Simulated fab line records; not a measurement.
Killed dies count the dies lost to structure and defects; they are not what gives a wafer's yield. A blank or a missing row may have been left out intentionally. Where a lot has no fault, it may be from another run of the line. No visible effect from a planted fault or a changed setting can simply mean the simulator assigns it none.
Which tool is to blame? :: flow nand_harc :: 11 lots, 33 wafers sampled, at 5 steps of a route of 1302

== WHAT THE GAUGES READ, wafer by wafer ==
NHARC_END_SORT_01.
lot: L541
measured: day 27 12:02
on: prober-02
killed_at_array: 669 672 672
killed_at_other: 3 2 2
killed_at_periphery: 5 3 3
killed_dies: 677 677 677
killed_open: 0 4 4
killed_short: 5 3 6

lot: L542
measured: day 28 11:38
on: prober-02
killed_at_array: 677 672 675
killed_at_other: 0 2 0
killed_at_periphery: 0 3 2
killed_dies: 677 677 677
killed_open: 4 5 5
killed_short: 1 4 2

== WHICH TOOL RAN EACH LOT (tool, then ch and the chambers of the sampled wafers, then the start) ==
lot: L533
NHARC_A_STAIRCASE_TRIM_24: rie_diel-07 ch 1,3, day 15 21:53 or earlier
NHARC_A_STAIRCASE_ETCH_25: rie_diel-07 ch 1,2, day 15 21:53 or earlier
NHARC_A_STAIRCASE_ETCH_188: rie_diel-07 ch 0,2,3, day 15 21:53
NHARC_A_STAIRCASE_ETCH_194: rie_diel-07 ch 0,1,3, no start

lot: L534
NHARC_A_STAIRCASE_TRIM_24: rie_diel-04 ch 0,2,3, day 16 11:06 or earlier
NHARC_A_STAIRCASE_ETCH_25: rie_diel-04 ch 1,2,3, day 16 11:06 or earlier
NHARC_A_STAIRCASE_ETCH_188: rie_diel-04 ch 2,3, day 16 11:06
NHARC_A_STAIRCASE_ETCH_194: rie_diel-04 ch 2,3, no start

lot: L536
NHARC_A_STAIRCASE_TRIM_24: rie_diel-07 ch 1,2, day 17 13:12 or earlier
NHARC_A_STAIRCASE_ETCH_25: rie_diel-07 ch 0,3, day 17 13:12 or earlier
NHARC_A_STAIRCASE_ETCH_188: rie_diel-04 ch 1,2, day 17 13:12
NHARC_A_STAIRCASE_ETCH_194: rie_diel-04 ch 1,3, no start

lot: L541
NHARC_A_STAIRCASE_TRIM_24: rie_diel-08 ch 0,3, day 19 00:28 or earlier
NHARC_A_STAIRCASE_ETCH_25: rie_diel-08 ch 0,1,2, day 19 00:28 or earlier
NHARC_A_STAIRCASE_ETCH_188: rie_diel-07 ch 0,1,2, day 19 00:28
NHARC_A_STAIRCASE_ETCH_194: rie_diel-07 ch 0,2, day 27 12:02 or earlier

lot: L542
NHARC_A_STAIRCASE_TRIM_24: rie_diel-04 ch 0,1, day 20 02:46 or earlier
NHARC_A_STAIRCASE_ETCH_25: rie_diel-04 ch 1,2,3, day 20 02:46 or earlier
NHARC_A_STAIRCASE_ETCH_188: rie_diel-07 ch 0,1,2, day 20 02:46
NHARC_A_STAIRCASE_ETCH_194: rie_diel-07 ch 0,1,3, day 28 11:38 or earlier

lot: L548
NHARC_A_STAIRCASE_TRIM_24: rie_diel-07 ch 0,1,2, day 22 11:49 or earlier
NHARC_A_STAIRCASE_ETCH_25: rie_diel-07 ch 1,2,3, day 22 11:49 or earlier
NHARC_A_STAIRCASE_ETCH_188: rie_diel-07 ch 0,3, day 22 11:49
NHARC_A_STAIRCASE_ETCH_194: rie_diel-07 ch 0,1,2, no start

lot: L549
NHARC_A_STAIRCASE_TRIM_24: rie_diel-08 ch 0,1,2, day 22 20:45 or earlier
NHARC_A_STAIRCASE_ETCH_25: rie_diel-08 ch 0,1,3, day 22 20:45 or earlier
NHARC_A_STAIRCASE_ETCH_188: rie_diel-07 ch 0,1, day 22 20:45
NHARC_A_STAIRCASE_ETCH_194: rie_diel-07 ch 0,3, no start

lot: L551
NHARC_A_STAIRCASE_TRIM_24: rie_diel-07 ch 0,1,3, day 23 18:13 or earlier
NHARC_A_STAIRCASE_ETCH_25: rie_diel-07 ch 0,2, day 23 18:13 or earlier
NHARC_A_STAIRCASE_ETCH_188: rie_diel-04 ch 0,3, day 23 18:13
NHARC_A_STAIRCASE_ETCH_194: rie_diel-04 ch 0,1, no start

lot: L552
NHARC_A_STAIRCASE_TRIM_24: rie_diel-08 ch 2,3, day 24 07:46 or earlier
NHARC_A_STAIRCASE_ETCH_25: rie_diel-08 ch 0,2, day 24 07:46 or earlier
NHARC_A_STAIRCASE_ETCH_188: rie_diel-04 ch 0,3, day 24 07:46
NHARC_A_STAIRCASE_ETCH_194: rie_diel-04 ch 0,1,3, no start

lot: L554
NHARC_A_STAIRCASE_TRIM_24: rie_diel-07 ch 0,1,2, day 25 16:10 or earlier
NHARC_A_STAIRCASE_ETCH_25: rie_diel-07 ch 2,3, day 25 16:10 or earlier
NHARC_A_STAIRCASE_ETCH_188: rie_diel-07 ch 0,2,3, day 25 16:10
NHARC_A_STAIRCASE_ETCH_194: rie_diel-07 ch 1,2, no start

lot: L555
NHARC_A_STAIRCASE_TRIM_24: rie_diel-04 ch 1,3, day 25 16:44 or earlier
NHARC_A_STAIRCASE_ETCH_25: rie_diel-04 ch 0,3, day 25 16:44 or earlier
NHARC_A_STAIRCASE_ETCH_188: rie_diel-07 ch 0,3, day 25 16:44
NHARC_A_STAIRCASE_ETCH_194: rie_diel-07 ch 2,3, no start
- NHARC_A_STAIRCASE_TRIM_24: chemistry O2, time 211.2 s.
- NHARC_A_STAIRCASE_ETCH_25: etches the open film in C4F8/O2, target depth 100 nm, time 40.5 s.
- NHARC_A_STAIRCASE_ETCH_188: etches the open film in C4F8/O2, target depth 100 nm, time 40.5 s.
- NHARC_A_STAIRCASE_ETCH_194: etches the open film in C4F8/O2, target depth 100 nm, time 40.5 s.

== AS READ BY THE TOOLS THEMSELVES (means over the sampled wafers that have a number; for cases with no such wafer, the mark the record gives instead) ==
NHARC_A_STAIRCASE_TRIM_24.
lot: L533
tool: rie_diel-07
chamber_pressure_mTorr (mTorr): 60.01
drypump_motor_current_A (A): 5.6
o2_flow_sccm (sccm): 500.0
oes_product_au (a.u.): 0.992
rf_vpp_V (V): 58.4
showerhead_plenum_p_Torr (Torr): 3.55
throttle_valve_pct (%): 17.039

lot: L534
tool: rie_diel-04
chamber_pressure_mTorr (mTorr): 59.96
drypump_motor_current_A (A): 6.0
o2_flow_sccm (sccm): 500.4
oes_product_au (a.u.): 0.995
rf_vpp_V (V): 58.2
showerhead_plenum_p_Torr (Torr): 3.56
throttle_valve_pct (%): 17.030

lot: L536
tool: rie_diel-07
chamber_pressure_mTorr (mTorr): 60.00
drypump_motor_current_A (A): 6.1
o2_flow_sccm (sccm): 499.4
oes_product_au (a.u.): 0.978
rf_vpp_V (V): 58.0
showerhead_plenum_p_Torr (Torr): 3.60
throttle_valve_pct (%): 17.037

lot: L541
tool: rie_diel-08
chamber_pressure_mTorr (mTorr): 60.01
drypump_motor_current_A (A): 6.0
o2_flow_sccm (sccm): 502.5
oes_product_au (a.u.): 1.011
rf_vpp_V (V): 58.7
showerhead_plenum_p_Torr (Torr): 3.70
throttle_valve_pct (%): 17.043

lot: L542
tool: rie_diel-04
chamber_pressure_mTorr (mTorr): 59.96
drypump_motor_current_A (A): 6.1
o2_flow_sccm (sccm): 501.8
oes_product_au (a.u.): 0.998
rf_vpp_V (V): 58.7
showerhead_plenum_p_Torr (Torr): 3.69
throttle_valve_pct (%): 17.032

lot: L548
tool: rie_diel-07
chamber_pressure_mTorr (mTorr): 60.03
drypump_motor_current_A (A): 6.1
o2_flow_sccm (sccm): 499.7
oes_product_au (a.u.): 0.994
rf_vpp_V (V): 58.5
showerhead_plenum_p_Torr (Torr): 3.49
throttle_valve_pct (%): 17.039

lot: L549
tool: rie_diel-08
chamber_pressure_mTorr (mTorr): 59.99
drypump_motor_current_A (A): 5.9
o2_flow_sccm (sccm): 500.1
oes_product_au (a.u.): 1.006
rf_vpp_V (V): 58.3
showerhead_plenum_p_Torr (Torr): 3.61
throttle_valve_pct (%): 17.037

lot: L551
tool: rie_diel-07
chamber_pressure_mTorr (mTorr): 59.99
drypump_motor_current_A (A): 5.7
o2_flow_sccm (sccm): 500.7
oes_product_au (a.u.): 0.996
rf_vpp_V (V): 57.7
showerhead_plenum_p_Torr (Torr): 3.48
throttle_valve_pct (%): 17.034

lot: L552
tool: rie_diel-08
chamber_pressure_mTorr (mTorr): 60.00
drypump_motor_current_A (A): 5.7
o2_flow_sccm (sccm): 498.9
oes_product_au (a.u.): 0.999
rf_vpp_V (V): 59.1
showerhead_plenum_p_Torr (Torr): 3.60
throttle_valve_pct (%): 17.041

lot: L554
tool: rie_diel-07
chamber_pressure_mTorr (mTorr): 60.02
drypump_motor_current_A (A): 6.2
o2_flow_sccm (sccm): 499.9
oes_product_au (a.u.): 0.994
rf_vpp_V (V): 57.6
showerhead_plenum_p_Torr (Torr): 3.48
throttle_valve_pct (%): 17.039

lot: L555
tool: rie_diel-04
chamber_pressure_mTorr (mTorr): 60.01
drypump_motor_current_A (A): 6.1
o2_flow_sccm (sccm): 501.0
oes_product_au (a.u.): 1.003
rf_vpp_V (V): 57.8
showerhead_plenum_p_Torr (Torr): 3.50
throttle_valve_pct (%): 17.037

NHARC_A_STAIRCASE_ETCH_25.
lot: L533
tool: rie_diel-07
chamber_pressure_mTorr (mTorr): 25.012
oes_product_au (a.u.): 0.938
rf_fwd_power_W (W): 589.9
rf_vpp_V (V): 898

lot: L534
tool: rie_diel-04
chamber_pressure_mTorr (mTorr): 24.963
oes_product_au (a.u.): 0.942
rf_fwd_power_W (W): 593.9
rf_vpp_V (V): 894

lot: L536
tool: rie_diel-07
chamber_pressure_mTorr (mTorr): 24.996
oes_product_au (a.u.): 0.937
rf_fwd_power_W (W): 590.9
rf_vpp_V (V): 896

lot: L541
tool: rie_diel-08
chamber_pressure_mTorr (mTorr): 24.994
oes_product_au (a.u.): 0.952
rf_fwd_power_W (W): 589.8
rf_vpp_V (V): 899

lot: L542
tool: rie_diel-04
chamber_pressure_mTorr (mTorr): 25.020
oes_product_au (a.u.): 0.956
rf_fwd_power_W (W): 591.9
rf_vpp_V (V): 892

lot: L548
tool: rie_diel-07
chamber_pressure_mTorr (mTorr): 25.010
oes_product_au (a.u.): 0.932
rf_fwd_power_W (W): 591.8
rf_vpp_V (V): 897

lot: L549
tool: rie_diel-08
chamber_pressure_mTorr (mTorr): 25.000
oes_product_au (a.u.): 0.947
rf_fwd_power_W (W): 591.5
rf_vpp_V (V): 902

lot: L551
tool: rie_diel-07
chamber_pressure_mTorr (mTorr): 24.992
oes_product_au (a.u.): 0.935
rf_fwd_power_W (W): 589.9
rf_vpp_V (V): 897

lot: L552
tool: rie_diel-08
chamber_pressure_mTorr (mTorr): 24.991
oes_product_au (a.u.): 0.937
rf_fwd_power_W (W): 590.3
rf_vpp_V (V): 897

lot: L554
tool: rie_diel-07
chamber_pressure_mTorr (mTorr): 25.012
oes_product_au (a.u.): 0.958
rf_fwd_power_W (W): 593.0
rf_vpp_V (V): 899

lot: L555
tool: rie_diel-04
chamber_pressure_mTorr (mTorr): 25.000
oes_product_au (a.u.): 0.961
rf_fwd_power_W (W): 592.8
rf_vpp_V (V): 902

NHARC_A_STAIRCASE_ETCH_188.
lot: L533
tool: rie_diel-07
chamber_pressure_mTorr (mTorr): 25.007
oes_product_au (a.u.): 0.944
rf_fwd_power_W (W): 591.2
rf_vpp_V (V): 898

lot: L534
tool: rie_diel-04
chamber_pressure_mTorr (mTorr): 25.003
oes_product_au (a.u.): 0.931
rf_fwd_power_W (W): 593.2
rf_vpp_V (V): 894

lot: L536
tool: rie_diel-04
chamber_pressure_mTorr (mTorr): 24.980
oes_product_au (a.u.): 0.933
rf_fwd_power_W (W): 594.4
rf_vpp_V (V): 891

lot: L541
tool: rie_diel-07
chamber_pressure_mTorr (mTorr): 25.001
oes_product_au (a.u.): 1.142
rf_fwd_power_W (W): 828.4
rf_vpp_V (V): 895

lot: L542
tool: rie_diel-07
chamber_pressure_mTorr (mTorr): 24.995
oes_product_au (a.u.): 1.169
rf_fwd_power_W (W): 831.6
rf_vpp_V (V): 895

lot: L548
tool: rie_diel-07
chamber_pressure_mTorr (mTorr): 24.998
oes_product_au (a.u.): 0.934
rf_fwd_power_W (W): 591.5
rf_vpp_V (V): 893

lot: L549
tool: rie_diel-07
chamber_pressure_mTorr (mTorr): 24.979
oes_product_au (a.u.): 0.918
rf_fwd_power_W (W): 590.5
rf_vpp_V (V): 893

lot: L551
tool: rie_diel-04
chamber_pressure_mTorr (mTorr): 24.986
oes_product_au (a.u.): 0.930
rf_fwd_power_W (W): 591.0
rf_vpp_V (V): 902

lot: L552
tool: rie_diel-04
chamber_pressure_mTorr (mTorr): 25.009
oes_product_au (a.u.): 0.934
rf_fwd_power_W (W): 591.1
rf_vpp_V (V): 899

lot: L554
tool: rie_diel-07
chamber_pressure_mTorr (mTorr): 25.000
oes_product_au (a.u.): 0.937
rf_fwd_power_W (W): 593.0
rf_vpp_V (V): 896

lot: L555
tool: rie_diel-07
chamber_pressure_mTorr (mTorr): 24.983
oes_product_au (a.u.): 0.922
rf_fwd_power_W (W): 591.2
rf_vpp_V (V): 895

NHARC_A_STAIRCASE_ETCH_194.
lot: L533
tool: rie_diel-07
chamber_pressure_mTorr (mTorr): 24.983
oes_product_au (a.u.): 0.926
rf_fwd_power_W (W): 591.5
rf_vpp_V (V): 896

lot: L534
tool: rie_diel-04
chamber_pressure_mTorr (mTorr): 25.013
oes_product_au (a.u.): 0.948
rf_fwd_power_W (W): 594.7
rf_vpp_V (V): 892

lot: L536
tool: rie_diel-04
chamber_pressure_mTorr (mTorr): 24.989
oes_product_au (a.u.): 0.955
rf_fwd_power_W (W): 589.8
rf_vpp_V (V): 896

lot: L541
tool: rie_diel-07
chamber_pressure_mTorr (mTorr): 25.010
oes_product_au (a.u.): 0.935
rf_fwd_power_W (W): 590.9
rf_vpp_V (V): 894

lot: L542
tool: rie_diel-07
chamber_pressure_mTorr (mTorr): 24.986
oes_product_au (a.u.): 0.930
rf_fwd_power_W (W): 592.2
rf_vpp_V (V): 894

lot: L548
tool: rie_diel-07
chamber_pressure_mTorr (mTorr): 24.989
oes_product_au (a.u.): 0.937
rf_fwd_power_W (W): 590.3
rf_vpp_V (V): 894

lot: L549
tool: rie_diel-07
chamber_pressure_mTorr (mTorr): 25.013
oes_product_au (a.u.): 0.941
rf_fwd_power_W (W): 591.1
rf_vpp_V (V): 894

lot: L551
tool: rie_diel-04
chamber_pressure_mTorr (mTorr): 24.983
oes_product_au (a.u.): 0.942
rf_fwd_power_W (W): 593.5
rf_vpp_V (V): 898

lot: L552
tool: rie_diel-04
chamber_pressure_mTorr (mTorr): 24.990
oes_product_au (a.u.): 0.947
rf_fwd_power_W (W): 592.8
rf_vpp_V (V): 898

lot: L554
tool: rie_diel-07
chamber_pressure_mTorr (mTorr): 24.989
oes_product_au (a.u.): 0.940
rf_fwd_power_W (W): 591.7
rf_vpp_V (V): 898

lot: L555
tool: rie_diel-07
chamber_pressure_mTorr (mTorr): 25.008
oes_product_au (a.u.): 0.932
rf_fwd_power_W (W): 594.0
rf_vpp_V (V): 899

== THE ANSWER, worked out from the rows above alone ==
Rule: usual is defined by the lots themselves. Put in order of their means at a reading, lots are off if they are a third of the lots or fewer, leave a main group of 4 or more, and stand apart from it by a gap of 3 or more times the standard deviation of the main group's means; of several such gaps the widest counts. A main group whose means are all the same, to the digits that the tables above print for the reading, isn't used. A lot without any number at a reading at which 4 lots or more have one is off too. The other lots that the step has rows for count as sound. First the gauges in route order, then the tools' own readings, where a lot's mean is used as printed above. The first step at which some lot is off is used, and at that step the reading that is off furthest; a lot without a number counts as furthest.
Off: L541, L542 (NHARC_A_STAIRCASE_ETCH_188, rf_fwd_power_W). For the main group the mean is 591.9 W and the standard deviation 1.2.
If a tool, at that step or one of the process steps before it, ran each lot that is off and ran no sound lot following the first of them, it fits. NHARC_A_STAIRCASE_TRIM_24 gives no start for some lots, so the hours and the order of its lots are those of NHARC_A_STAIRCASE_ETCH_188. NHARC_A_STAIRCASE_ETCH_25 gives no start for some lots, so the hours and the order of its lots are those of NHARC_A_STAIRCASE_ETCH_188. Not one of the candidates tried fits.

== WHAT THE SIMULATOR PUT IN ==
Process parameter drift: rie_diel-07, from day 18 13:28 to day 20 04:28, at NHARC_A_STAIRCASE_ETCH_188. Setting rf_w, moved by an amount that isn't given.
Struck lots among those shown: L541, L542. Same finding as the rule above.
